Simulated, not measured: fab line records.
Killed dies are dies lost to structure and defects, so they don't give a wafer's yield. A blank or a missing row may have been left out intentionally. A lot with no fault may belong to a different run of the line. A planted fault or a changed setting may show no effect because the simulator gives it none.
fab line records	flow n5-finfet
record lots=24	wafers=72	last-day=18
route steps=1938 shown STI_FIN_REVEAL@184 DUMMY_GATE@233
lots with no fault: from the same line, run without faults
start-h: hours from the record's opening day to when the first of the lot's shown wafers began	wait-h: hours elapsed since this lot's preceding step	" identical to the entry in the row above	L1.1+2: a single row standing in for several wafers	- no value present, or no start provided	* or withheld: withheld	< > ~ a bound
route shown NAME@n: names a module that has steps shown in the file, with the first one's number in the route	usual: mean/standard deviation of fault-free wafers	same: alike in all rows	chamber/n: place in a boat	sites: each site's reading	_std_site: standard deviation across them	_edge_site: outer sites' mean less inner sites'	radius-mm: how far each site lies from the wafer's centre	mask NAME#n: copy n	behind: the most recent tool/chamber to have shaped the wafer	hold: why the lot went on hold/how many hours it stayed there/how the hold came to an end	device: the n, p or np transistor that did not switch	end of line: the tests these same wafers got at the end of their route	step lacking rows: just its recipe	killed: the dies lost at the first sort to structure and to defects; this is not the yield of the wafer	map: dies across one wafer; x = killed, . = not, _ = none there
set.NAME: the setting that was run; set.NAME@STEP: the one run at that earlier step	model.NAME: the simulator's own value behind a step, which no gauge read
the route's steps for a sample of lots (tables are steps, rows are wafers)
services: when a tool's chamber went out of use (start-h, in hours from the record's first day, below 0 if earlier), for how many hours, and the reason
## steps
# step N5_STI_FIN_REVEAL_ALD_14
# recipe material=Si3N4	target-thk-a=30	temp-c=400	ald-precursor-family=SiH2I2	ald-co-reactant=N2/H2-plasma	pressure-torr=2
# usual heater-power-w=815/84
lot.wafer	tool	chamber	start-h	wait-h	heater-power-w
L074.2	ald-sin-01	0	27.81	0.0	680
L074.3	"	1	"	"	859
L074.6	"	3	"	"	911
L075.1	ald-sin-01	0	33.57	0.0	698
L075.3	"	2	"	"	891
L075.5	"	3	"	"	893
L076.2	ald-sin-03	3	41.12	0.0	744
L076.5	"	3	"	"	742
L076.6	"	2	"	"	915
L077.2	ald-sin-04	3	46.20	0.0	812
L077.3	"	1	"	"	825
L077.6	"	0	"	"	647
L078.2	ald-sin-01	1	51.50	0.0	846
L078.3	"	3	"	"	917
L078.6	"	1	"	"	832
L079.1	ald-sin-04	1	57.18	0.0	826
L079.2	"	0	"	"	648
L079.5	"	2	"	"	765
L080.1	ald-sin-03	0	64.47	0.0	964
L080.4	"	2	"	"	890
L080.5	"	1	"	"	811
L081.3	ald-sin-03	1	69.16	0.0	800
L081.4	"	3	"	"	774
L081.6	"	0	"	"	969
L082.1	ald-sin-03	2	75.43	0.0	904
L082.2	"	1	"	"	793
L082.4	"	3	"	"	744
L083.1	ald-sin-01	2	81.61	0.0	873
L083.3	"	3	"	"	898
L083.5	"	2	"	"	905
L084.3	ald-sin-04	3	87.00	0.0	794
L084.4	"	2	"	"	788
L084.6	"	2	"	"	768
L085.3	ald-sin-04	3	93.72	0.0	788
L085.5	"	3	"	"	810
L085.6	"	2	"	"	751
L086.1	ald-sin-03	2	100.19	0.0	880
L086.3	"	0	"	"	934
L086.4	"	3	"	"	763
L087.3	ald-sin-04	1	106.58	0.0	827
L087.4	"	3	"	"	771
L087.5	"	3	"	"	816
L088.1	ald-sin-04	1	111.40	0.0	803
L088.3	"	2	"	"	750
L088.4	"	3	"	"	801
L089.2	ald-sin-01	2	120.77	0.0	889
L089.4	"	1	"	"	826
L089.5	"	3	"	"	924
L090.1	ald-sin-04	0	126.22	0.0	649
L090.3	"	3	"	"	803
L090.5	"	2	"	"	770
L091.3	ald-sin-01	0	129.59	0.0	680
L091.5	"	3	"	"	944
L091.6	"	0	"	"	708
L093.2	ald-sin-04	3	144.73	0.0	804
L093.4	"	1	"	"	822
L093.6	"	2	"	"	757
L092.1	ald-sin-03	1	146.15	0.0	805
L092.2	"	2	"	"	886
L092.3	"	3	"	"	777
L094.3	ald-sin-03	3	149.01	0.0	752
L094.5	"	2	"	"	891
L094.6	"	1	"	"	790
L095.1	ald-sin-01	0	153.47	0.0	704
L095.3	"	1	"	"	855
L095.6	"	0	"	"	692
L096.1	ald-sin-01	1	160.32	0.0	826
L096.4	"	0	"	"	684
L096.5	"	2	"	"	876
L097.1	ald-sin-03	1	165.71	0.0	792
L097.3	"	0	"	"	941
L097.6	"	1	"	"	810
# step N5_STI_FIN_REVEAL_OXIDATION_31
# recipe chemistry=O2_PLASMA_REMOTE	temp-c=150	time-s=20	pressure-mtorr=1000	source-power-w=2000	o2-flow-sccm=3000
# usual drypump-motor-current-A=5.8/0.53	heater-power-w=160/19
lot.wafer	tool	chamber	start-h	wait-h	drypump-motor-current-A	heater-power-w	rf-hours-counter-h
L074.2	plasma-asher-01	0	36.33	0.0	6.2	145	85
L074.3	"	0	"	"	6.2	143	-
L074.6	"	0	"	"	6.2	144	-
L075.1	plasma-asher-02	1	41.80	0.0	6.3	182	29
L075.3	"	0	"	"	5.7	170	-
L075.5	"	0	"	"	5.7	169	-
L076.2	plasma-asher-01	0	49.32	0.2	6.2	149	88
L076.5	"	0	"	"	6.2	146	-
L076.6	"	1	"	"	5.0	134	-
L077.2	plasma-asher-01	1	54.44	0.0	5.0	131	91
L077.3	"	0	"	"	6.2	145	-
L077.6	"	0	"	"	6.2	145	-
L078.2	plasma-asher-01	0	60.13	0.1	6.2	146	93
L078.3	"	1	"	"	5.0	134	-
L078.6	"	0	"	"	6.2	143	-
L079.1	plasma-asher-01	1	65.43	0.0	4.9	133	95
L079.2	"	0	"	"	6.2	144	95
L079.5	"	1	"	"	4.9	133	-
L080.1	plasma-asher-02	1	72.81	0.0	6.4	184	32
L080.4	"	0	"	"	5.7	170	-
L080.5	"	1	"	"	6.4	184	-
L081.3	plasma-asher-01	0	77.29	0.2	6.2	150	-
L081.4	"	1	"	"	4.9	132	-
L081.6	"	1	"	"	5.0	132	-
L082.1	plasma-asher-01	1	83.45	0.0	4.9	134	99
L082.2	"	0	"	"	6.3	142	99
L082.4	"	0	"	"	6.2	146	-
L083.1	plasma-asher-02	0	89.66	0.0	5.7	166	34
L083.3	"	0	"	"	5.7	170	-
L083.5	"	0	"	"	5.7	167	-
L084.3	plasma-asher-02	0	95.01	0.1	5.7	171	-
L084.4	"	1	"	"	6.3	183	-
L084.6	"	1	"	"	6.4	181	-
L085.3	plasma-asher-02	0	101.77	0.1	5.7	167	-
L085.5	"	1	"	"	6.3	183	-
L085.6	"	0	"	"	5.7	170	-
L086.1	plasma-asher-01	0	108.68	0.0	6.2	145	104
L086.3	"	0	"	"	6.2	147	-
L086.4	"	1	"	"	5.0	134	-
L087.3	plasma-asher-02	0	114.61	0.1	5.7	172	-
L087.4	"	1	"	"	6.4	186	-
L087.5	"	0	"	"	5.7	170	-
L088.1	plasma-asher-02	0	119.43	0.0	5.7	164	40
L088.3	"	0	"	"	5.7	173	-
L088.4	"	1	"	"	6.4	182	-
L089.2	plasma-asher-01	1	128.76	0.0	4.9	137	107
L089.4	"	1	"	"	4.9	136	-
L089.5	"	0	"	"	6.2	145	-
L090.1	plasma-asher-02	0	134.21	0.0	5.7	168	44
L090.3	"	0	"	"	5.7	163	-
L090.5	"	1	"	"	6.4	180	-
L091.3	plasma-asher-02	1	139.29	0.1	6.4	182	-
L091.5	"	1	"	"	6.3	182	-
L091.6	"	0	"	"	5.7	168	-
L093.2	plasma-asher-02	0	152.72	0.0	5.7	166	47
L093.4	"	0	"	"	5.7	167	-
L093.6	"	1	"	"	6.4	175	-
L092.1	plasma-asher-02	1	155.29	0.0	6.3	189	48
L092.2	"	0	"	"	5.8	167	48
L092.3	"	1	"	"	6.3	187	-
L094.3	plasma-asher-01	0	157.21	0.1	6.2	148	-
L094.5	"	0	"	"	6.2	148	-
L094.6	"	1	"	"	5.0	136	-
L095.1	plasma-asher-02	0	161.54	0.0	5.7	169	49
L095.3	"	1	"	"	6.3	188	-
L095.6	"	1	"	"	6.4	182	-
L096.1	plasma-asher-02	0	168.32	0.0	5.7	167	50
L096.4	"	0	"	"	5.7	168	-
L096.5	"	0	"	"	5.7	169	-
L097.1	plasma-asher-02	0	173.80	0.0	5.7	171	51
L097.3	"	0	"	"	5.7	166	-
L097.6	"	1	"	"	6.4	181	-
# step N5_DUMMY_GATE_INSPECT_17
# recipe mode=adi	inspect-instrument=brightfield
# usual raw-defect-count=193/60
lot.wafer	tool	chamber	start-h	wait-h	raw-defect-count
L074.2	defect-inspect-01	-	45.54	0.0	228
L074.3	"	-	"	"	188
L074.6	"	-	"	"	266
L075.1	defect-inspect-02	-	51.13	0.1	196
L075.3	"	-	"	"	143
L075.5	"	-	"	"	160
L076.2	defect-inspect-01	-	59.80	0.0	238
L076.5	"	-	"	"	199
L076.6	"	-	"	"	272
L077.2	defect-inspect-02	-	63.98	0.0	160
L077.3	"	-	"	"	119
L077.6	"	-	"	"	174
L078.2	defect-inspect-02	-	69.47	0.0	148
L078.3	"	-	"	"	126
L078.6	"	-	"	"	154
L079.1	defect-inspect-01	-	76.58	0.1	231
L079.2	"	-	"	"	167
L079.5	"	-	"	"	251
L080.1	defect-inspect-01	-	83.99	0.1	193
L080.4	"	-	"	"	141
L080.5	"	-	"	"	172
L081.3	defect-inspect-02	-	90.39	0.0	122
L081.4	"	-	"	"	173
L081.6	"	-	"	"	138
L082.1	defect-inspect-01	-	92.78	0.1	134
L082.2	"	-	"	"	114
L082.4	"	-	"	"	115
L083.1	defect-inspect-01	-	100.59	0.1	227
L083.3	"	-	"	"	290
L083.5	"	-	"	"	178
L084.3	defect-inspect-01	-	104.66	0.0	158
L084.4	"	-	"	"	211
L084.6	"	-	"	"	171
L085.3	defect-inspect-01	-	111.20	0.0	148
L085.5	"	-	"	"	141
L085.6	"	-	"	"	124
L086.1	defect-inspect-01	-	118.00	0.1	186
L086.3	"	-	"	"	186
L086.4	"	-	"	"	360
L087.3	defect-inspect-02	-	123.82	0.0	128
L087.4	"	-	"	"	96
L087.5	"	-	"	"	215
L088.1	defect-inspect-02	-	128.80	0.1	144
L088.3	"	-	"	"	153
L088.4	"	-	"	"	111
L089.2	defect-inspect-02	-	138.15	0.0	264
L089.4	"	-	"	"	290
L089.5	"	-	"	"	192
L090.1	defect-inspect-02	-	143.60	0.1	162
L090.3	"	-	"	"	167
L090.5	"	-	"	"	194
L091.3	defect-inspect-02	-	149.87	0.0	251
L091.5	"	-	"	"	200
L091.6	"	-	"	"	178
L093.2	defect-inspect-02	-	161.93	0.0	207
L093.4	"	-	"	"	198
L093.6	"	-	"	"	234
L092.1	defect-inspect-01	-	165.85	0.1	399
L092.2	"	-	"	"	247
L092.3	"	-	"	"	287
L094.3	defect-inspect-02	-	169.75	0.0	203
L094.5	"	-	"	"	173
L094.6	"	-	"	"	157
L095.1	defect-inspect-02	-	171.95	0.1	169
L095.3	"	-	"	"	100
L095.6	"	-	"	"	194
L096.1	defect-inspect-01	-	177.90	0.1	195
L096.4	"	-	"	"	222
L096.5	"	-	"	"	226
L097.1	defect-inspect-02	-	183.38	0.1	112
L097.3	"	-	"	"	208
L097.6	"	-	"	"	202
# step N5_DUMMY_GATE_DESCUM_20
# recipe chemistry=O2	time-s=6.2	source-power-w=50	bias-power-w=20	pressure-mtorr=20	rf-frequency-hz=2.712e+07	temp-c=40	resist=CAR-EUV	o2-flow-sccm=225
# usual drypump-motor-current-A=5.7/0.57	oes-product-au=0.77/0.089	rf-vpp-V=243.3/1.1	showerhead-plenum-p-Torr=2.11/0.064	throttle-valve-pct=20.42/0.24
lot.wafer	tool	chamber	start-h	wait-h	drypump-motor-current-A	oes-product-au	rf-hours-counter-h	rf-vpp-V	showerhead-plenum-p-Torr	throttle-valve-pct
L074.2	rie-diel-06	3	45.58	0.0	5.7	0.84	64	243.9	2.21	20.24
L074.3	"	2	"	"	5.0	0.67	245	242.4	2.06	20.32
L074.6	"	0	"	"	6.2	0.78	-	241.5	2.01	20.52
L075.1	rie-diel-06	2	51.17	0.0	5.0	0.67	247	243.5	2.06	20.32
L075.3	"	1	"	"	5.1	0.75	175	243.0	2.09	20.40
L075.5	"	0	"	"	6.3	0.78	-	242.2	2.01	20.52
L076.2	rie-diel-01	2	59.83	0.0	6.0	0.85	54	243.2	2.11	20.24
L076.5	"	3	"	"	5.9	0.77	-	241.3	2.03	20.65
L076.6	"	2	"	"	6.0	0.85	-	243.1	2.11	20.23
L077.2	rie-diel-03	1	64.02	0.0	5.7	0.68	247	244.9	2.15	20.56
L077.3	"	0	"	"	6.5	0.70	214	243.5	2.17	20.33
L077.6	"	0	"	"	6.5	0.70	-	243.5	2.17	20.33
L078.2	rie-diel-01	0	69.50	0.0	5.2	0.79	121	243.3	2.10	20.70
L078.3	"	1	"	"	4.8	0.74	164	242.8	2.16	20.27
L078.6	"	2	"	"	6.0	0.85	-	242.9	2.11	20.24
L079.1	rie-diel-03	2	76.64	0.1	6.6	0.71	205	243.0	2.08	20.65
L079.2	"	1	"	"	5.7	0.67	250	244.4	2.15	20.56
L079.5	"	0	"	"	6.5	0.69	-	244.2	2.17	20.32
L080.1	rie-diel-06	0	84.36	0.4	6.3	0.77	144	241.2	2.01	20.55
L080.4	"	3	"	"	5.7	0.82	75	243.3	2.21	20.26
L080.5	"	0	"	"	6.2	0.77	-	243.1	2.01	20.54
L081.3	rie-diel-06	1	90.43	0.0	5.1	0.74	189	243.1	2.09	20.42
L081.4	"	0	"	"	6.2	0.77	145	243.1	2.01	20.54
L081.6	"	2	"	"	4.9	0.99	-	243.3	2.06	19.92
L082.1	rie-diel-03	0	92.82	0.0	6.5	0.68	223	245.4	2.17	20.34
L082.2	"	3	"	"	5.4	0.72	181	244.6	2.19	20.71
L082.4	"	3	"	"	5.4	0.72	-	244.6	2.19	20.69
L083.1	rie-diel-01	2	100.82	0.2	6.0	0.83	64	242.7	2.10	20.25
L083.3	"	3	"	"	5.9	0.77	166	241.6	2.02	20.68
L083.5	"	1	"	"	4.8	0.72	-	243.8	2.16	20.27
L084.3	rie-diel-06	2	104.70	0.0	4.9	0.98	8	243.0	2.06	19.93
L084.4	"	0	"	"	6.2	0.77	149	242.6	2.00	20.57
L084.6	"	3	"	"	5.7	0.83	-	244.7	2.20	20.27
L085.3	rie-diel-01	2	111.23	0.0	6.0	0.83	67	243.2	2.10	20.25
L085.5	"	0	"	"	5.2	0.77	-	243.1	2.10	20.73
L085.6	"	1	"	"	4.9	0.72	-	243.1	2.16	20.30
L086.1	rie-diel-06	3	118.04	0.0	5.7	0.82	84	245.5	2.20	20.29
L086.3	"	0	"	"	6.2	0.77	152	243.2	2.00	20.55
L086.4	"	0	"	"	6.2	0.77	-	241.6	2.00	20.55
L087.3	rie-diel-06	0	123.86	0.0	6.2	0.76	154	241.5	2.00	20.57
L087.4	"	1	"	"	5.0	0.74	196	242.5	2.08	20.44
L087.5	"	2	"	"	5.0	0.96	-	242.3	2.06	19.93
L088.1	rie-diel-03	3	129.64	0.8	5.4	0.72	192	242.7	2.19	20.71
L088.3	"	0	"	"	6.5	0.68	234	245.2	2.16	20.38
L088.4	"	1	"	"	5.7	0.97	5	245.8	2.15	20.18
L089.2	rie-diel-06	0	138.23	0.1	6.2	0.77	159	241.7	2.00	20.56
L089.4	"	1	"	"	5.0	0.73	200	244.6	2.08	20.46
L089.5	"	1	"	"	5.1	0.74	-	242.8	2.08	20.46
L090.1	rie-diel-01	2	143.70	0.1	6.0	0.82	76	242.9	2.10	20.28
L090.3	"	1	"	"	4.8	0.71	185	243.8	2.15	20.30
L090.5	"	3	"	"	5.9	0.74	-	241.7	2.02	20.69
L091.3	rie-diel-03	0	149.90	0.0	6.5	0.67	241	243.6	2.16	20.37
L091.5	"	1	"	"	5.7	0.94	-	244.0	2.14	20.20
L091.6	"	2	"	"	6.6	0.68	-	243.0	2.08	20.68
L093.2	rie-diel-06	2	162.16	0.2	5.0	0.92	26	240.4	2.05	19.97
L093.4	"	1	"	"	5.1	0.71	-	241.7	2.08	20.48
L093.6	"	3	"	"	5.7	0.80	-	243.6	2.20	20.29
L092.1	rie-diel-03	1	166.06	0.2	5.7	0.92	16	244.1	2.14	20.20
L092.2	"	3	"	"	5.5	0.70	203	244.1	2.19	20.73
L092.3	"	0	"	"	6.5	0.66	245	243.4	2.16	20.37
L094.3	rie-diel-03	1	169.78	0.0	5.7	0.92	18	244.0	2.14	20.21
L094.5	"	2	"	"	6.6	0.68	-	242.3	2.07	20.69
L094.6	"	3	"	"	5.4	0.71	-	243.4	2.19	20.75
L095.1	rie-diel-03	0	171.98	0.0	6.5	0.66	248	244.0	2.16	20.36
L095.3	"	1	"	"	5.7	0.91	19	245.3	2.14	20.20
L095.6	"	3	"	"	5.4	0.70	-	243.5	2.19	20.73
L096.1	rie-diel-03	3	177.94	0.0	5.4	0.71	207	243.6	2.18	20.73
L096.4	"	0	"	"	6.5	0.66	250	243.9	2.16	20.39
L096.5	"	3	"	"	5.4	0.70	-	244.6	2.18	20.74
L097.1	rie-diel-06	3	183.41	0.0	5.7	0.80	105	245.2	2.20	20.33
L097.3	"	0	"	"	6.2	0.75	171	242.5	2.00	20.60
L097.6	"	3	"	"	5.7	0.79	-	244.7	2.19	20.31
# step N5_DUMMY_GATE_ETCH_36
# recipe chemistry=CF4	target=SiARC	target-depth-a=130	pressure-mtorr=40	source-w=545	bias-w=36	Ar_flow_sccm=100	cf4-flow-sccm=100	ion-energy-ev=80
# usual drypump-motor-current-A=5.7/0.57	oes-product-au=0.77/0.087	rf-vpp-V=184.3/1.1	showerhead-plenum-p-Torr=2.15/0.061	throttle-valve-pct=15.60/0.24
lot.wafer	tool	chamber	start-h	wait-h	drypump-motor-current-A	oes-product-au	rf-hours-counter-h	rf-vpp-V	showerhead-plenum-p-Torr	throttle-valve-pct
L074.2	rie-diel-06	3	45.68	0.0	5.7	0.84	64	184.3	2.25	15.49
L074.3	"	2	"	"	5.0	0.66	245	185.4	2.10	15.49
L074.6	"	0	"	"	6.3	0.79	-	182.5	2.06	15.72
L075.1	rie-diel-06	2	51.27	0.0	4.9	0.66	247	184.6	2.10	15.52
L075.3	"	1	"	"	5.1	0.76	175	184.1	2.13	15.63
L075.5	"	0	"	"	6.2	0.79	-	184.0	2.06	15.72
L076.2	rie-diel-01	2	59.93	0.0	6.0	0.86	54	183.7	2.19	15.61
L076.5	"	3	"	"	5.9	0.75	-	183.8	2.05	15.63
L076.6	"	2	"	"	6.0	0.86	-	184.8	2.19	15.62
L077.2	rie-diel-03	1	64.12	0.0	5.7	0.66	247	185.7	2.19	15.74
L077.3	"	0	"	"	6.5	0.69	214	184.3	2.20	15.49
L077.6	"	0	"	"	6.5	0.68	-	185.2	2.20	15.48
L078.2	rie-diel-01	0	69.61	0.0	5.2	0.80	121	183.8	2.16	15.87
L078.3	"	1	"	"	4.9	0.73	164	185.5	2.22	15.56
L078.6	"	2	"	"	6.0	0.86	-	183.0	2.19	15.61
L079.1	rie-diel-03	2	76.74	0.0	6.6	0.70	205	182.6	2.13	15.87
L079.2	"	1	"	"	5.7	0.65	250	183.7	2.19	15.74
L079.5	"	0	"	"	6.5	0.68	-	185.5	2.19	15.50
L080.1	rie-diel-06	0	84.46	0.0	6.2	0.78	144	182.7	2.06	15.76
L080.4	"	3	"	"	5.7	0.83	75	185.2	2.25	15.52
L080.5	"	0	"	"	6.2	0.78	-	182.4	2.06	15.76
L081.3	rie-diel-06	1	90.53	0.0	5.1	0.74	189	185.0	2.13	15.65
L081.4	"	0	"	"	6.2	0.77	145	183.0	2.06	15.76
L081.6	"	2	"	"	4.9	0.99	-	182.6	2.10	15.03
L082.1	rie-diel-03	0	92.92	0.0	6.5	0.68	223	183.7	2.19	15.51
L082.2	"	3	"	"	5.5	0.72	181	184.0	2.21	15.78
L082.4	"	3	"	"	5.4	0.72	-	184.9	2.21	15.78
L083.1	rie-diel-01	2	100.93	0.0	6.0	0.84	64	184.9	2.19	15.65
L083.3	"	3	"	"	5.9	0.75	166	183.5	2.05	15.66
L083.5	"	1	"	"	4.8	0.72	-	186.6	2.21	15.56
L084.3	rie-diel-06	2	104.80	0.0	5.0	0.96	8	182.5	2.10	15.03
L084.4	"	0	"	"	6.2	0.76	149	183.6	2.06	15.76
L084.6	"	3	"	"	5.7	0.82	-	186.4	2.25	15.51
L085.3	rie-diel-01	2	111.34	0.0	6.0	0.85	67	185.4	2.19	15.61
L085.5	"	0	"	"	5.2	0.79	-	184.4	2.16	15.87
L085.6	"	1	"	"	4.8	0.73	-	186.4	2.21	15.57
L086.1	rie-diel-06	3	118.14	0.0	5.7	0.82	84	185.8	2.25	15.51
L086.3	"	0	"	"	6.2	0.77	152	182.6	2.06	15.78
L086.4	"	0	"	"	6.2	0.77	-	182.6	2.06	15.77
L087.3	rie-diel-06	0	123.96	0.0	6.2	0.76	154	183.3	2.05	15.76
L087.4	"	1	"	"	5.1	0.74	196	186.1	2.13	15.65
L087.5	"	2	"	"	4.9	0.94	-	184.0	2.10	15.04
L088.1	rie-diel-03	3	129.74	0.0	5.4	0.72	192	185.5	2.21	15.80
L088.3	"	0	"	"	6.5	0.67	234	185.8	2.19	15.51
L088.4	"	1	"	"	5.7	0.95	5	185.3	2.18	15.28
L089.2	rie-diel-06	0	138.33	0.0	6.2	0.76	159	184.3	2.05	15.77
L089.4	"	1	"	"	5.0	0.73	200	184.9	2.12	15.68
L089.5	"	1	"	"	5.1	0.73	-	183.8	2.13	15.69
L090.1	rie-diel-01	2	143.81	0.0	6.0	0.84	76	184.7	2.18	15.66
L090.3	"	1	"	"	4.8	0.71	185	184.6	2.21	15.59
L090.5	"	3	"	"	5.9	0.74	-	183.0	2.05	15.68
L091.3	rie-diel-03	0	150.01	0.0	6.5	0.67	241	184.3	2.19	15.54
L091.5	"	1	"	"	5.7	0.93	-	186.1	2.18	15.29
L091.6	"	2	"	"	6.6	0.69	-	184.8	2.12	15.91
L093.2	rie-diel-06	2	162.26	0.0	5.0	0.91	26	184.2	2.09	15.06
L093.4	"	1	"	"	5.0	0.73	-	183.4	2.12	15.68
L093.6	"	3	"	"	5.7	0.80	-	186.0	2.24	15.55
L092.1	rie-diel-03	1	166.17	0.0	5.7	0.91	16	185.0	2.18	15.29
L092.2	"	3	"	"	5.5	0.71	203	184.1	2.20	15.83
L092.3	"	0	"	"	6.5	0.67	245	184.6	2.19	15.57
L094.3	rie-diel-03	1	169.88	0.0	5.7	0.91	18	186.0	2.18	15.30
L094.5	"	2	"	"	6.6	0.67	-	183.5	2.12	15.91
L094.6	"	3	"	"	5.4	0.71	-	184.2	2.20	15.83
L095.1	rie-diel-03	0	172.09	0.0	6.5	0.66	248	184.9	2.18	15.55
L095.3	"	1	"	"	5.7	0.91	19	183.8	2.18	15.31
L095.6	"	3	"	"	5.4	0.71	-	183.7	2.20	15.83
L096.1	rie-diel-03	3	178.04	0.0	5.4	0.71	207	184.9	2.20	15.84
L096.4	"	0	"	"	6.5	0.65	250	185.2	2.18	15.56
L096.5	"	3	"	"	5.4	0.70	-	184.3	2.20	15.83
L097.1	rie-diel-06	3	183.52	0.0	5.7	0.79	105	185.6	2.24	15.56
L097.3	"	0	"	"	6.2	0.74	171	183.0	2.05	15.81
L097.6	"	3	"	"	5.7	0.80	-	184.1	2.24	15.57
# step N5_DUMMY_GATE_STRIP_40
# recipe chemistry=CF4	resist=SiARC	power-w=300	bias-power-w=75	pressure-mtorr=50	cf4-flow-sccm=150	rf-frequency-hz=6e+07
# usual drypump-motor-current-A=5.7/0.58	oes-product-au=0.76/0.078	rf-vpp-V=271.4/1.5	showerhead-plenum-p-Torr=1.80/0.052	throttle-valve-pct=13.59/0.25
lot.wafer	tool	chamber	start-h	wait-h	drypump-motor-current-A	oes-product-au	rf-hours-counter-h	rf-vpp-V	showerhead-plenum-p-Torr	throttle-valve-pct
L074.2	rie-diel-01	2	45.90	0.1	6.0	0.83	51	270.7	1.83	13.51
L074.3	"	1	"	"	4.8	0.73	158	273.0	1.86	13.57
L074.6	"	1	"	"	4.8	0.73	-	274.1	1.86	13.55
L075.1	rie-diel-06	2	51.49	0.1	5.0	0.67	247	271.6	1.76	13.49
L075.3	"	0	"	"	6.2	0.79	133	269.2	1.73	13.69
L075.5	"	0	"	"	6.2	0.78	-	269.7	1.73	13.70
L076.2	rie-diel-03	0	60.31	0.2	6.5	0.69	212	272.4	1.84	13.52
L076.5	"	0	"	"	6.5	0.69	-	271.9	1.84	13.47
L076.6	"	3	"	"	5.4	0.72	-	272.9	1.86	13.74
L077.2	rie-diel-03	2	64.37	0.1	6.6	0.70	202	270.5	1.78	13.84
L077.3	"	0	"	"	6.5	0.69	214	271.9	1.84	13.51
L077.6	"	2	"	"	6.6	0.70	-	270.6	1.78	13.85
L078.2	rie-diel-01	0	69.83	0.1	5.2	0.78	121	270.4	1.81	13.83
L078.3	"	3	"	"	5.9	0.76	159	268.9	1.72	13.61
L078.6	"	3	"	"	5.9	0.76	-	269.5	1.72	13.62
L079.1	rie-diel-03	2	76.96	0.1	6.6	0.70	205	272.1	1.78	13.85
L079.2	"	3	"	"	5.4	0.72	175	271.4	1.86	13.75
L079.5	"	1	"	"	5.7	0.67	-	273.2	1.83	13.78
L080.1	rie-diel-03	2	84.68	0.1	6.6	0.69	208	271.2	1.78	13.86
L080.4	"	2	"	"	6.6	0.69	-	269.0	1.78	13.86
L080.5	"	0	"	"	6.5	0.67	-	272.4	1.84	13.54
L081.3	rie-diel-06	3	90.75	0.1	5.7	0.81	76	273.9	1.89	13.48
L081.4	"	1	"	"	5.0	0.74	189	272.0	1.79	13.66
L081.6	"	1	"	"	5.1	0.73	-	269.6	1.78	13.67
L082.1	rie-diel-01	1	93.20	0.1	4.9	0.72	171	272.2	1.86	13.59
L082.2	"	0	"	"	5.2	0.77	127	272.7	1.81	13.82
L082.4	"	3	"	"	5.9	0.76	164	270.0	1.72	13.63
L083.1	rie-diel-06	1	101.15	0.1	5.1	0.74	192	271.0	1.78	13.63
L083.3	"	3	"	"	5.8	0.81	79	273.8	1.88	13.48
L083.5	"	0	"	"	6.2	0.77	-	269.1	1.72	13.71
L084.3	rie-diel-03	3	105.02	0.1	5.4	0.71	187	273.2	1.85	13.79
L084.4	"	2	"	"	6.6	0.69	-	271.2	1.78	13.86
L084.6	"	0	"	"	6.5	0.68	-	271.3	1.83	13.53
L085.3	rie-diel-06	3	111.56	0.1	5.7	0.81	82	274.1	1.88	13.49
L085.5	"	2	"	"	5.0	0.94	-	268.2	1.75	12.95
L085.6	"	1	"	"	5.0	0.73	-	272.3	1.78	13.66
L086.1	rie-diel-01	2	118.36	0.1	6.0	0.80	68	271.8	1.83	13.57
L086.3	"	0	"	"	5.2	0.76	133	271.6	1.81	13.86
L086.4	"	1	"	"	4.9	0.71	177	272.6	1.86	13.59
L087.3	rie-diel-06	0	124.18	0.1	6.2	0.77	154	269.5	1.72	13.75
L087.4	"	2	"	"	4.9	0.92	13	271.6	1.75	12.97
L087.5	"	3	"	"	5.7	0.80	-	272.1	1.88	13.49
L088.1	rie-diel-06	1	130.06	0.1	5.1	0.73	198	271.4	1.78	13.67
L088.3	"	2	"	"	4.9	0.92	16	271.8	1.75	13.00
L088.4	"	0	"	"	6.2	0.77	156	269.6	1.72	13.74
L089.2	rie-diel-01	2	138.55	0.1	6.0	0.80	75	271.1	1.83	13.56
L089.4	"	3	"	"	5.9	0.75	176	269.6	1.71	13.65
L089.5	"	1	"	"	4.8	0.70	-	273.2	1.85	13.63
L090.1	rie-diel-06	2	144.19	0.2	5.0	0.91	20	270.5	1.75	12.98
L090.3	"	1	"	"	5.0	0.73	202	270.6	1.78	13.70
L090.5	"	3	"	"	5.7	0.80	-	272.1	1.88	13.54
L091.3	rie-diel-06	1	150.23	0.1	5.1	0.72	205	270.9	1.78	13.70
L091.5	"	0	"	"	6.2	0.75	-	271.0	1.72	13.77
L091.6	"	3	"	"	5.7	0.79	-	273.0	1.88	13.53
L093.2	rie-diel-03	0	162.50	0.1	6.5	0.66	244	270.8	1.83	13.57
L093.4	"	2	"	"	6.6	0.68	231	270.9	1.78	13.92
L093.6	"	3	"	"	5.4	0.70	-	273.2	1.85	13.83
L092.1	rie-diel-06	0	166.54	0.2	6.2	0.76	166	268.6	1.72	13.77
L092.2	"	3	"	"	5.7	0.78	100	273.3	1.88	13.54
L092.3	"	2	"	"	4.9	0.90	28	269.5	1.75	13.03
L094.3	rie-diel-03	3	170.10	0.1	5.4	0.69	205	271.5	1.85	13.83
L094.5	"	1	"	"	5.6	0.90	-	271.1	1.83	13.25
L094.6	"	0	"	"	6.5	0.67	-	273.0	1.83	13.60
L095.1	rie-diel-03	1	172.31	0.1	5.7	0.90	19	271.5	1.83	13.26
L095.3	"	2	"	"	6.6	0.68	235	270.1	1.77	13.92
L095.6	"	0	"	"	6.5	0.66	-	271.3	1.83	13.59
L096.1	rie-diel-03	0	178.26	0.1	6.5	0.65	250	271.8	1.83	13.59
L096.4	"	1	"	"	5.6	0.90	21	273.0	1.83	13.27
L096.5	"	2	"	"	6.6	0.67	-	270.8	1.77	13.93
L097.1	rie-diel-06	1	183.73	0.1	5.0	0.72	215	271.3	1.78	13.72
L097.3	"	0	"	"	6.2	0.75	171	270.0	1.72	13.78
L097.6	"	3	"	"	5.8	0.78	-	272.7	1.88	13.54
## services
tool	chamber	start-h	hours	kind
ald-sin-03	0	7.87	-	clean
ald-sin-03	1	7.87	-	clean
rie-diel-06	-	11.03	4.3	pm
rie-diel-03	2	20.37	3.0	repair
ald-sin-01	-	25.60	1.3	repair
plasma-asher-02	-	48.95	15.6	pm
rie-diel-06	2	64.41	-	clean
rie-diel-06	2	64.41	-	consumable-replace:focus-ring
rie-diel-06	2	64.41	15.0	scheduled-down
rie-diel-06	2	64.41	15.0	vent-cycle
rie-diel-03	1	77.68	-	clean
rie-diel-03	1	77.68	-	consumable-replace:focus-ring
rie-diel-06	3	84.92	1.6	repair
ald-sin-01	1	92.58	4.3	repair
ald-sin-04	-	112.99	6.1	pm
rie-diel-03	-	116.21	0.6	repair
rie-diel-03	-	123.78	2.8	pm
rie-diel-06	0	160.21	2.8	repair
plasma-asher-01	-	170.20	11.7	repair
ald-sin-01	-	178.05	14.0	pm
rie-diel-03	0	178.59	-	clean
rie-diel-03	0	178.59	-	consumable-replace:focus-ring
rie-diel-03	0	178.59	26.3	scheduled-down
rie-diel-03	0	178.59	26.3	vent-cycle
## key
fault none
